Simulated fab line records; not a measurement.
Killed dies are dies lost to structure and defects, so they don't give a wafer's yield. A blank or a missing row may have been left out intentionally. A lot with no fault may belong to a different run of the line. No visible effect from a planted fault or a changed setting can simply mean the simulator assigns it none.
The tool behind it: which one? :: flow n5Finfet :: 6 lots, 16 wafers sampled, at 4 steps of a route of 1938

## WHAT THE GAUGES SHOWED, per wafer
N5_BEOL_M12_THK_MEAS_01.
lot: L375
measured: day 11 19:05
on: filmMetro-01
M12_ILD_THK (nm): 643 651 645

lot: L379
measured: day 12 10:17
on: filmMetro-02
M12_ILD_THK (nm): 641 660 663

lot: L380
measured: day 12 22:07
on: filmMetro-02
M12_ILD_THK (nm): 664 664 677

lot: L383
measured: day 13 21:50
on: filmMetro-01
M12_ILD_THK (nm): 635 646 661

lot: L387
measured: day 15 09:25
on: filmMetro-02
M12_ILD_THK (nm): 662

lot: L396
measured: day 17 05:44
on: filmMetro-02
M12_ILD_THK (nm): 663 650 674

## TOOL THAT RAN EACH LOT (tool first, then ch and the chambers of the sampled wafers, then the start)
lot: L375
N5_BEOL_M11_CURE_72: uvCure-01 ch 2, day 11 15:31
N5_BEOL_M11_SURFACE_TREAT_76: pvdSputter-03, day 11 17:47
N5_BEOL_M12_ILD_DEP_00: pecvd-02 ch 0,1,2, day 11 18:58

lot: L379
N5_BEOL_M11_CURE_72: uvCure-02 ch 1, day 12 06:28
N5_BEOL_M11_SURFACE_TREAT_76: pvdSputter-03, day 12 07:05
N5_BEOL_M12_ILD_DEP_00: pecvd-02 ch 1,2, day 12 10:09

lot: L380
N5_BEOL_M11_CURE_72: uvCure-03 ch 1, day 12 19:42
N5_BEOL_M11_SURFACE_TREAT_76: pvdSputter-01, day 12 20:33
N5_BEOL_M12_ILD_DEP_00: pecvd-03 ch 0,1,2, day 12 21:59

lot: L383
N5_BEOL_M11_CURE_72: uvCure-03 ch 0, day 13 19:20
N5_BEOL_M11_SURFACE_TREAT_76: pvdSputter-02, day 13 20:28
N5_BEOL_M12_ILD_DEP_00: pecvd-02 ch 0,2, day 13 21:40

lot: L387
N5_BEOL_M11_CURE_72: uvCure-03 ch 2, day 15 05:51
N5_BEOL_M11_SURFACE_TREAT_76: pvdSputter-01, day 15 07:55
N5_BEOL_M12_ILD_DEP_00: pecvd-02 ch 2, day 15 09:20

lot: L396
N5_BEOL_M11_CURE_72: uvCure-01 ch 1, day 17 03:02
N5_BEOL_M11_SURFACE_TREAT_76: pvdSputter-01, day 17 04:01
N5_BEOL_M12_ILD_DEP_00: pecvd-03 ch 1,2, day 17 05:36
- N5_BEOL_M11_CURE_72: cures SiCOH lowk, time 120 s.
- N5_BEOL_M11_SURFACE_TREAT_76
- N5_BEOL_M12_ILD_DEP_00: deposits SiOC from DEMS/O2, target thk 658.92 nm, time 130.7 s.

## THE ANSWER, worked out from the rows above alone
Rule: usual is defined by the lots themselves. Put in order of their means at a reading, lots are off if they are a third of the lots or fewer, leave a main group of 4 or more, and stand apart from it by a gap of 3 or more times the standard deviation of the main group's means; of several such gaps the widest counts. A main group is skipped when, at the precision printed for the reading in the tables above, its means are all equal. A lot without any number at a reading at which 4 lots or more have one is off too. Any other lot the step has rows for is counted as sound.
None of the lots is off at any reading shown; this tells nothing.

## WHAT THE SIMULATOR HAD PUT IN
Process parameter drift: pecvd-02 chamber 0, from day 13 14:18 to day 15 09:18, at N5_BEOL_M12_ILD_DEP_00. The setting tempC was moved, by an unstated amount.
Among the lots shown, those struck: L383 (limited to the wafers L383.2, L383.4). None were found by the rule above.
